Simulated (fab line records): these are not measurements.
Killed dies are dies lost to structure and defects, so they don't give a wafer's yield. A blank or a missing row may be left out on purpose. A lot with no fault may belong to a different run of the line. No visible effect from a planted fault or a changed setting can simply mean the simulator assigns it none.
fab line records    flow n5Finfet
[record] lots = 8  wafers = 24  lastDay = 18
route steps=1938 shown BEOL_M4@1023 PASSIVATION@1936
lots that met no fault: taken from a fault-free run of the same line
startH: hours from the record's first day to the start of the lot's first wafer shown    waitH: hours elapsed since this lot's preceding step    " unchanged from the row above    L1.1+2: a row that stands for several wafers    - no value, or no start was given    * or withheld: withheld    < > ~ a bound
route shown NAME@n: NAME is a module with steps in the file, n the number in the route of the first one    usual: the fault-free wafers' mean and standard deviation    same: alike in all rows    chamber/n: place in a boat    sites: per-site readings    _std_site: their standard deviation    _edge_site: inner sites' mean taken away from outer sites' mean    radiusMm: for every site, how far away it sits from the centre of the wafer    mask NAME#n: copy n    behind: tool/chamber where the wafer was last shaped    hold: cause of the lot's hold/its duration in hours/its outcome    device: the transistor (n, p or np) that didn't switch    end of line: at the end of the route, the tests of the same wafers    a step with no rows: only its recipe    killed: count of dies lost to structure and defects at first sort (not the wafer's yield)    map: dies across one wafer; x = killed, . = not, _ = none there
set.NAME: the setting that was run; set.NAME@STEP: the one run at that earlier step    model.NAME: the simulator's own value behind a step, which no gauge read
the route's steps for a sample of lots (tables are steps, rows are wafers)
services: the hour from which a tool's chamber was out of use, counted from the record's first day as startH (under 0 if before that day), plus the number of hours and why
[[steps]]
[step N5_BEOL_M4_PECVD_72]
[recipe] material = SiO2  targetThkA = 160  tempC = 400  precursor = TEOS/O2  pressureTorr = 5.5  rfW = 450  teosFlowSccm = 53.8  gas = O2  flowSccm = 3000  timeS = 18
[usual] heaterPowerW = 654/86  showerheadPlenumPTorr = 8.79/0.065  susceptorTempC = 400.03/0.21  throttleValvePct = 22.8/1.4
lot.wafer  tool      chamber  startH  waitH  heaterPowerW  showerheadPlenumPTorr  susceptorTempC  throttleValvePct
L637.1     pecvd-01  0        169.62  0.0    585           8.77                   400.17          21.2
L637.2     "         1        "       "      635           8.80                   399.98          24.0
L637.3     "         2        "       "      498           8.76                   400.06          23.4
L639.1     pecvd-04  2        172.30  0.0    539           8.77                   399.50          22.0
L639.5     "         1        "       "      700           8.93                   399.98          23.2
L639.6     "         2        "       "      541           8.77                   399.62          21.7
L648.1     pecvd-02  0        233.06  0.0    575           8.71                   399.85          22.2
L648.2     "         1        "       "      675           8.77                   399.85          25.3
L648.6     "         2        "       "      762           8.90                   400.27          20.2
L651.1     pecvd-02  2        246.03  0.0    778           8.86                   399.86          20.1
L651.2     "         1        "       "      613           8.79                   399.81          25.1
L651.5     "         0        "       "      644           8.70                   400.15          22.3
L654.3     pecvd-01  1        274.74  0.0    651           8.78                   400.02          23.9
L654.4     "         0        "       "      501           8.78                   400.07          21.2
L654.5     "         2        "       "      603           8.78                   400.04          23.8
L656.3     pecvd-04  2        293.35  0.0    575           8.78                   399.89          22.3
L656.5     "         0        "       "      775           8.76                   399.98          22.0
L656.6     "         1        "       "      727           8.95                   399.72          23.1
L657.1     pecvd-04  2        293.58  0.0    630           8.76                   399.92          22.4
L657.2     "         1        "       "      701           8.95                   399.99          23.4
L657.4     "         2        "       "      613           8.75                   400.12          22.2
L659.1     pecvd-01  0        297.86  0.0    503           8.78                   399.70          21.3
L659.2     "         2        "       "      500           8.78                   400.15          24.0
L659.3     "         1        "       "      650           8.80                   400.23          24.1
[step N5_BEOL_M4_OVL_MEAS_12]
[recipe] pointsPerWafer = 522
[usual] M4_OVL = -0.4/0.73
lot.wafer  tool        chamber  startH  waitH  M4_OVL[nm]
L637.1     overlay-01  0        173.77  0.0    -0.7
L637.2     "           0        "       "      -0.6
L637.3     "           0        "       "      -0.9
L639.1     overlay-01  0        174.29  0.0    -0.8
L639.5     "           0        "       "      -0.8
L639.6     "           0        "       "      -0.4
L648.1     overlay-01  0        234.39  0.0    -0.8
L648.2     "           0        "       "      -1.0
L648.6     "           0        "       "      -0.5
L651.1     overlay-01  0        248.51  0.0    0.3
L651.2     "           0        "       "      0.2
L651.5     "           0        "       "      1.5
L654.3     overlay-01  0        275.46  0.0    -0.9
L654.4     "           0        "       "      -1.6
L654.5     "           0        "       "      -1.1
L656.3     overlay-01  0        294.09  0.0    -0.9
L656.5     "           0        "       "      -1.1
L656.6     "           0        "       "      -1.0
L657.1     overlay-01  0        294.43  0.0    -0.8
L657.2     "           0        "       "      -0.8
L657.4     "           0        "       "      -1.1
L659.1     overlay-02  0        300.63  0.0    -1.6
L659.2     "           0        "       "      -0.5
L659.3     "           0        "       "      -0.5
[step N5_BEOL_M4_ETCH_63]
[recipe] chemistry = CF4  target = SiARC  targetDepthA = 156  maskMaterial = CAR-EUV  timeS = 26  ionEnergyEv = 80  pressureMtorr = 40  sourceW = 545  biasW = 36  Ar_flow_sccm = 100  cf4FlowSccm = 100  ends = cleared
[usual] drypumpMotorCurrentA = 5.8/0.37  etchRfOnTimeS = 25.9/0.33  mfcArSccm = 99.98/0.27  oesProductAu = 0.68/0.069  rfVppV = 184.4/1.3  showerheadPlenumPTorr = 2.17/0.096  throttleValvePct = 15.55/0.17
lot.wafer  tool        chamber  startH  waitH  drypumpMotorCurrentA  etchRfOnTimeS  mfcArSccm  oesProductAu  rfHoursCounterH  rfVppV  showerheadPlenumPTorr  throttleValvePct
L637.1     rieDiel-04  3        173.91  0.0    6.0                   25.6           99.61      0.62          198              184.9   2.12                   15.52
L637.2     "           1        "       "      6.1                   25.9           100.41     0.62          208              182.5   2.04                   15.52
L637.3     "           2        "       "      6.1                   25.7           99.75      0.74          54               183.6   2.10                   15.73
L639.1     rieDiel-05  1        174.60  0.0    5.4                   25.9           100.49     0.65          136              181.6   1.99                   15.77
L639.5     "           2        "       "      5.8                   25.7           100.13     0.79          -                185.8   2.28                   15.44
L639.6     "           1        "       "      5.4                   26.0           100.20     0.65          -                182.2   1.99                   15.77
L648.1     rieDiel-05  2        234.53  0.0    5.8                   25.8           99.70      0.75          30               185.6   2.27                   15.48
L648.2     "           0        "       "      5.6                   26.1           99.96      0.63          182              185.9   2.21                   15.49
L648.6     "           0        "       "      5.5                   26.1           99.99      0.63          -                185.4   2.21                   15.47
L651.1     rieDiel-04  3        248.66  0.0    6.0                   25.5           99.65      0.61          225              182.4   2.11                   15.61
L651.2     "           1        "       "      6.1                   26.2           99.57      0.60          239              184.0   2.03                   15.57
L651.5     "           2        "       "      6.1                   25.8           99.80      0.71          -                183.1   2.09                   15.79
L654.3     rieDiel-02  2        275.61  0.0    6.4                   25.8           99.51      0.79          22               183.4   2.10                   15.36
L654.4     "           1        "       "      5.5                   26.2           100.09     0.66          118              185.5   2.25                   15.63
L654.5     "           1        "       "      5.5                   26.3           100.53     0.67          -                185.2   2.25                   15.64
L656.3     rieDiel-02  0        294.22  0.0    5.3                   25.7           100.30     0.69          79               185.1   2.25                   15.35
L656.5     "           3        "       "      5.9                   26.4           100.31     0.60          -                183.5   2.19                   15.54
L656.6     "           2        "       "      6.4                   25.9           100.14     0.78          -                183.2   2.09                   15.38
L657.1     rieDiel-02  3        294.57  0.0    5.9                   26.4           99.91      0.60          227              184.7   2.19                   15.54
L657.2     "           2        "       "      6.4                   25.6           100.07     0.77          28               184.2   2.09                   15.38
L657.4     "           0        "       "      5.3                   25.3           100.03     0.69          79               185.6   2.25                   15.35
L659.1     rieDiel-05  1        301.84  0.0    5.4                   26.2           99.60      0.62          178              182.1   1.97                   15.84
L659.2     "           3        "       "      6.3                   25.5           99.57      0.79          19               184.5   2.19                   15.41
L659.3     "           0        "       "      5.5                   25.8           100.19     0.62          201              184.4   2.20                   15.52
[step N5_BEOL_M4_INSPECT_30]
[recipe] mode = adi  inspectInstrument = brightfield
[usual] rawDefectCount = 405/91
lot.wafer  tool              chamber  startH  waitH  rawDefectCount
L637.1     defectInspect-02  -        174.73  0.1    378
L637.2     "                 -        "       "      435
L637.3     "                 -        "       "      583
L639.1     defectInspect-02  -        175.60  0.1    439
L639.5     "                 -        "       "      328
L639.6     "                 -        "       "      321
L648.1     defectInspect-01  -        235.47  0.1    325
L648.2     "                 -        "       "      619
L648.6     "                 -        "       "      792
L651.1     defectInspect-01  -        249.57  0.1    400
L651.2     "                 -        "       "      300
L651.5     "                 -        "       "      261
L654.3     defectInspect-01  -        276.54  0.0    342
L654.4     "                 -        "       "      389
L654.5     "                 -        "       "      485
L656.3     defectInspect-02  -        295.02  0.0    368
L656.5     "                 -        "       "      381
L656.6     "                 -        "       "      356
L657.1     defectInspect-01  -        295.57  0.1    300
L657.2     "                 -        "       "      383
L657.4     "                 -        "       "      280
L659.1     defectInspect-02  -        302.79  0.1    472
L659.2     "                 -        "       "      658
L659.3     "                 -        "       "      668
[step N5_BEOL_M4_ETCH_41]
[recipe] chemistry = CH3F/O2  target = SiCN  targetDepthA = 299  taperDeg = 2  timeS = 52.5  ionEnergyEv = 120  maskMaterial = TiN  pressureMtorr = 30  sourceW = 395  biasW = 75  Ar_flow_sccm = 150  CH3F_flow_sccm = 30  O2_flow_sccm = 20
[usual] drypumpMotorCurrentA = 5.9/0.37  mfcArSccm = 150.0/0.46  oesProductAu = 0.79/0.079  rfVppV = 297.8/2.1  showerheadPlenumPTorr = 2.03/0.093  throttleValvePct = 16.25/0.16
lot.wafer  tool        chamber  startH  waitH  drypumpMotorCurrentA  mfcArSccm  oesProductAu  rfHoursCounterH  rfVppV  showerheadPlenumPTorr  throttleValvePct
L637.1     rieDiel-04  1        -       -      6.1                   149.7      0.73          209              295.3   1.90                   16.22
L637.2     "           0        "       "      6.4                   149.8      0.89          43               299.8   2.12                   16.03
L637.3     "           3        "       "      6.0                   150.7      0.74          199              296.1   1.98                   16.24
L639.1     rieDiel-05  1        -       -      5.4                   150.2      0.75          139              294.4   1.85                   16.48
L639.5     "           2        "       "      5.8                   149.9      0.92          -                299.7   2.14                   16.17
L639.6     "           3        "       "      6.3                   150.1      0.69          -                298.1   2.06                   16.55
L648.1     rieDiel-02  2        -       -      6.4                   151.0      0.95          17               296.1   1.95                   16.05
L648.2     "           0        "       "      5.3                   149.8      0.82          68               298.4   2.11                   16.05
L648.6     "           1        "       "      5.5                   150.5      0.79          -                300.1   2.10                   16.33
L651.1     rieDiel-05  1        -       -      5.4                   149.9      0.73          168              295.4   1.84                   16.53
L651.2     "           3        "       "      6.3                   150.4      0.94          8                297.7   2.05                   16.11
L651.5     "           1        "       "      5.4                   150.3      0.73          -                294.2   1.84                   16.52
L654.3     rieDiel-02  2        -       -      6.4                   150.0      0.90          29               296.1   1.95                   16.08
L654.4     "           1        "       "      5.5                   149.8      0.77          127              297.7   2.10                   16.34
L654.5     "           0        "       "      5.3                   150.8      0.80          -                299.7   2.11                   16.08
L656.3     rieDiel-05  0        -       -      5.5                   150.8      0.72          200              299.9   2.06                   16.21
L656.5     "           3        "       "      6.3                   151.1      0.91          -                297.3   2.05                   16.14
L656.6     "           2        "       "      5.8                   150.4      0.85          -                298.2   2.12                   16.25
L657.1     rieDiel-02  0        -       -      5.3                   150.0      0.80          81               299.4   2.10                   16.08
L657.2     "           3        "       "      5.9                   149.0      0.70          230              298.8   2.05                   16.21
L657.4     "           2        "       "      6.4                   150.4      0.90          31               297.8   1.95                   16.08
L659.1     rieDiel-02  2        -       -      6.4                   150.0      0.89          39               297.4   1.95                   16.09
L659.2     "           1        "       "      5.5                   150.1      0.76          137              298.2   2.10                   16.37
L659.3     "           0        "       "      5.3                   149.8      0.79          90               298.8   2.10                   16.10
[step N5_BEOL_M4_RC_MEAS_101]
[usual] DIBL_N = 35.9/1.3  DIBL_P = 35.9/1.5  IOFF_N = 0.152/0.023  IOFF_P = 0.204/0.027  ION_N = 673/9.2  ION_P = 462/6.7  SS_N = 71.4/0.48  SS_P = 73.2/0.55  VT_N = 250.3/2.6  VT_P = -250.6/3
lot.wafer  tool       chamber  startH  waitH  DIBL_N[mV/V]  DIBL_P[mV/V]  IOFF_N[nA/um]  IOFF_P[nA/um]  ION_N[uA/um]  ION_P[uA/um]  SS_N[mV/dec]  SS_P[mV/dec]  VT_N[mV]  VT_P[mV]
L637.1     prober-02  0        180.88  0.0    35.2          35.1          0.120          0.163          662           455           70.9          72.3          255.4     -253.8
L637.2     "          0        "       "      37.0          38.1          0.155          0.207          671           468           71.2          72.6          251.9     -251.8
L637.3     "          0        "       "      37.2          37.3          0.149          0.193          659           450           71.6          73.2          250.1     -251.3
L639.1     prober-02  0        188.38  0.0    33.8          34.7          0.143          0.199          667           461           71.0          72.4          250.9     -250.0
L639.5     "          0        "       "      33.5          34.5          0.133          0.186          672           464           71.5          72.5          250.1     -250.8
L639.6     "          0        "       "      33.9          35.1          0.139          0.199          663           464           70.9          72.8          250.9     -250.2
L648.1     prober-01  0        266.27  0.0    35.2          36.2          0.158          0.216          679           469           71.9          72.9          250.1     -248.2
L648.2     "          0        "       "      32.5          33.7          0.120          0.180          670           462           70.6          72.4          252.9     -250.1
L648.6     "          0        "       "      35.8          36.4          0.160          0.222          671           462           71.1          73.5          251.2     -248.6
L651.1     prober-01  0        271.93  0.0    33.9          35.3          0.152          0.208          688           474           71.3          72.8          248.7     -248.8
L651.2     "          0        "       "      34.1          36.2          0.156          0.231          682           474           71.0          73.3          250.0     -245.6
L651.5     "          0        "       "      33.2          34.6          0.136          0.201          681           471           70.4          72.7          250.0     -249.4
L654.3     prober-01  0        302.78  0.3    36.5          36.9          0.146          0.178          671           459           70.9          73.0          250.3     -251.8
L654.4     "          0        "       "      36.6          37.0          0.141          0.178          660           451           70.4          72.9          250.9     -254.6
L654.5     "          0        "       "      36.1          36.0          0.139          0.168          674           457           71.4          73.4          249.9     -253.8
L657.1     prober-02  0        305.47  0.0    36.1          36.0          0.162          0.183          675           454           71.9          73.0          250.0     -253.1
L657.2     "          0        "       "      36.2          36.6          0.164          0.187          668           455           72.0          73.8          248.5     -255.2
L657.4     "          0        "       "      35.4          35.8          0.149          0.176          669           452           71.4          73.1          250.2     -256.0
L656.3     prober-01  0        305.57  0.3    36.5          36.4          0.174          0.228          688           471           71.9          72.9          246.3     -248.1
L656.5     "          0        "       "      35.8          35.8          0.162          0.218          681           469           72.0          72.9          248.6     -249.2
L656.6     "          0        "       "      36.4          36.3          0.172          0.228          677           468           71.1          72.5          245.5     -247.2
L659.1     prober-01  0        331.94  0.0    41.0          40.4          0.248          0.306          686           469           72.2          74.8          245.1     -245.4
L659.2     "          0        "       "      37.6          35.8          0.157          0.216          667           459           72.2          73.7          251.9     -252.3
L659.3     "          0        "       "      38.4          36.5          0.177          0.238          669           455           71.4          74.4          249.1     -249.1
[step N5_PASSIVATION_PROBE_49]
[usual] defectLimitedYield = 91.0/1.5  killed_at_M0_to_M3 = 37/12  killed_at_M4_up = 13/5  killedAtContacts = 13/6.1  killedAtFrontEnd = 39/11  killedAtOther = 4/3.2  killedDies = 106/17  killedOnRim = 13/4.2  killedOpen = 69/12  killedShort = 35/7.9  sort_bin_4_leakage = 0.00/0.007  sort_bin_5_function = 5.3/1  sort_bin_6_memory = 3.3/0.68  sortNPass = 1074/17  sortYieldPct = 91.0/1.5
[same] grossDies = 1180  killedAtBackSide = 0  sort_bin_8_speed[%] = 0
lot.wafer  tool       chamber  startH  waitH  defectLimitedYield[%]  killed_at_M0_to_M3  killed_at_M4_up  killedAtContacts  killedAtFrontEnd  killedAtOther  killedDies  killedOnRim  killedOpen  killedShort  sort_bin_4_leakage[%]  sort_bin_5_function[%]  sort_bin_6_memory[%]  sortNPass  sortYieldPct[%]
L648.1     prober-01  -        374.41  0.0    90.2                   52                  8                10                41                5              116         15           80          35           0                      5.8                     3.8                   1064       90.2
L648.2     prober-01  -        374.46  0.1    88.1                   45                  40               18                28                9              140         28           78          33           0                      7.5                     3.7                   1040       88.1
L648.6     prober-01  -        374.66  0.3    87.6                   40                  46               11                37                12             146         34           75          44           0                      6.9                     4.1                   1034       87.6
L651.1     prober-02  -        384.07  0.0    92.7                   29                  11               13                33                0              86          11           61          24           0                      4.8                     2.1                   1094       92.7
L651.2     prober-02  -        384.12  0.1    91.1                   22                  18               23                39                3              105         13           78          26           0                      4.6                     4.1                   1075       91.1
L651.5     prober-02  -        384.27  0.2    92.5                   35                  11               9                 34                0              89          8            59          29           0                      4.3                     3.1                   1091       92.5
L654.3     prober-02  -        409.56  0.1    92.5                   23                  9                7                 48                2              89          21           59          27           0                      4.9                     2.5                   1091       92.5
L654.4     prober-02  -        409.61  0.2    93.6                   19                  16               5                 32                4              76          8            52          22           0                      3.5                     2.8                   1104       93.6
L654.5     prober-02  -        409.66  0.2    90.0                   46                  21               14                34                3              118         13           79          38           0                      6.1                     3.5                   1062       90.0
// killed by level:class
L648.1 BEOL_M1:geometricParticle:open=19 FIN_SAQP:geometricParticle:open=18 FIN_SAQP:geometricParticle:short=11 MOL_CONTACT_COAG:geometricParticle:open=10 BEOL_M0_SAQP:geometricParticle:short=10 BEOL_M0_SAQP:geometricParticle:open=9 BEOL_M3:geometricParticle:open=7 PAD_METAL:geometricParticle:open=3
L648.2 BEOL_M4:unspecified=29 MOL_CONTACT_COAG:geometricParticle:open=15 BEOL_M3:geometricParticle:open=13 BEOL_M0_SAQP:geometricParticle:short=11 BEOL_M0_SAQP:geometricParticle:open=9 BEOL_M4:geometricParticle:open=8 STI_FIN_REVEAL:geometricParticle:open=4 GATE_CUT:geometricParticle:short=4
L648.6 BEOL_M4:unspecified=26 BEOL_M0_SAQP:geometricParticle:short=11 BEOL_M0_SAQP:geometricParticle:open=11 MOL_CONTACT_COAG:geometricParticle:open=9 BEOL_M4:geometricParticle:open=9 STI_FIN_REVEAL:geometricParticle:open=7 FIN_SAQP:geometricParticle:open=6 PASS1_CAP:geometricParticle:short=6
L651.1 BEOL_M2:geometricParticle:open=13 MOL_CONTACT_COAG:geometricParticle:open=11 FIN_SAQP:geometricParticle:open=6 FIN_SAQP:geometricParticle:short=6 STI_FIN_REVEAL:geometricParticle:open=5 BEOL_M4:geometricParticle:open=5 DUMMY_GATE:geometricParticle:open=4 GATE_CUT:geometricParticle:short=4
L651.2 MOL_CONTACT_COAG:geometricParticle:open=19 BEOL_M0_SAQP:geometricParticle:open=10 FIN_SAQP:geometricParticle:open=9 BEOL_M4:geometricParticle:open=8 FIN_SAQP:geometricParticle:short=6 BEOL_M0_SAQP:geometricParticle:short=6 STARTING-WAFER:geometricParticle:open=5 STI_FIN_REVEAL:geometricParticle:open=4
L651.5 BEOL_M0_SAQP:geometricParticle:short=9 BEOL_M0_SAQP:geometricParticle:open=9 BEOL_M3:geometricParticle:open=8 STI_FIN_REVEAL:geometricParticle:open=7 MOL_CONTACT_COAG:geometricParticle:open=6 FIN_SAQP:geometricParticle:open=5 DUMMY_GATE:geometricParticle:open=4 ILD0:geometricParticle:open=4
L654.3 STI_FIN_REVEAL:geometricParticle:open=10 FIN_SAQP:geometricParticle:open=8 DUMMY_GATE:geometricParticle:open=7 BEOL_M2:geometricParticle:open=7 ILD0:geometricParticle:short=5 MOL_CONTACT_COAG:geometricParticle:open=5 BEOL_M2:geometricParticle:short=4 BEOL_M3:geometricParticle:open=4
L654.4 BEOL_M4:geometricParticle:open=12 STI_FIN_REVEAL:geometricParticle:open=10 BEOL_M2:geometricParticle:open=7 BEOL_M0_SAQP:geometricParticle:open=6 FIN_SAQP:geometricParticle:short=5 STARTING-WAFER:geometricParticle:short=4 MOL_CONTACT_COAG:geometricParticle:open=4 BEOL_M0_SAQP:geometricParticle:short=3
L654.5 BEOL_M0_SAQP:geometricParticle:open=14 BEOL_M4:geometricParticle:open=13 MOL_CONTACT_COAG:geometricParticle:open=12 BEOL_M0_SAQP:geometricParticle:short=10 BEOL_M2:geometricParticle:open=9 STI_FIN_REVEAL:geometricParticle:open=8 BEOL_M3:geometricParticle:open=6 FIN_SAQP:geometricParticle:short=4
[[services]]
tool        chamber  startH  hours  kind
rieDiel-02  2        193.76  -      clean
rieDiel-02  2        193.76  -      consumableReplace:focusRing
rieDiel-02  2        193.76  21.7   scheduledDown
rieDiel-02  2        193.76  21.7   ventCycle
pecvd-04    -        198.44  0.5    repair
pecvd-04    2        216.90  6.0    repair
rieDiel-05  3        226.36  1.8    repair
rieDiel-05  3        228.48  -      clean
rieDiel-05  3        228.48  -      consumableReplace:focusRing
rieDiel-05  3        228.48  13.1   scheduledDown
rieDiel-05  3        228.48  13.1   ventCycle
pecvd-04    0        256.22  2.1    scheduledDown
pecvd-04    2        264.65  2.1    scheduledDown
rieDiel-05  0        267.67  7.6    repair
pecvd-01    -        273.03  1.2    repair
rieDiel-04  1        277.22  -      clean
rieDiel-04  1        277.22  -      consumableReplace:focusRing
rieDiel-04  1        277.22  -      consumableReplace:showerhead
rieDiel-04  1        277.22  13.6   scheduledDown
rieDiel-04  1        277.22  13.6   ventCycle
pecvd-01    -        288.17  2.8    pm
pecvd-04    1        317.67  5.5    scheduledDown
rieDiel-02  3        321.37  8.5    repair
rieDiel-04  3        323.22  -      clean
[[key]]
[firstSign] step = N5_BEOL_M4_INSPECT_30  reading = rawDefectCount  direction = up  sigmas = 3.3  usual = 405  struck = 706
[effect] step = N5_PASSIVATION_PROBE_49  reading = killed_at_M4_up  direction = up  sigmas = 6  usual = 13  struck = 43
metAt N5_BEOL_M4_ETCH_63
struckLots L648
struckWafers L648.2,L648.6
notActingAt N5_BEOL_M4_PECVD_72,N5_BEOL_M4_OVL_MEAS_12,N5_BEOL_M4_ETCH_41
[fault] kind = chamberParticleSource  tool = rieDiel-05  chamber = 0  onsetH = 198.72  steps = N5_BEOL_M4_ETCH_63  ratePerVisitCm2 = 0.37995  endH = 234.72
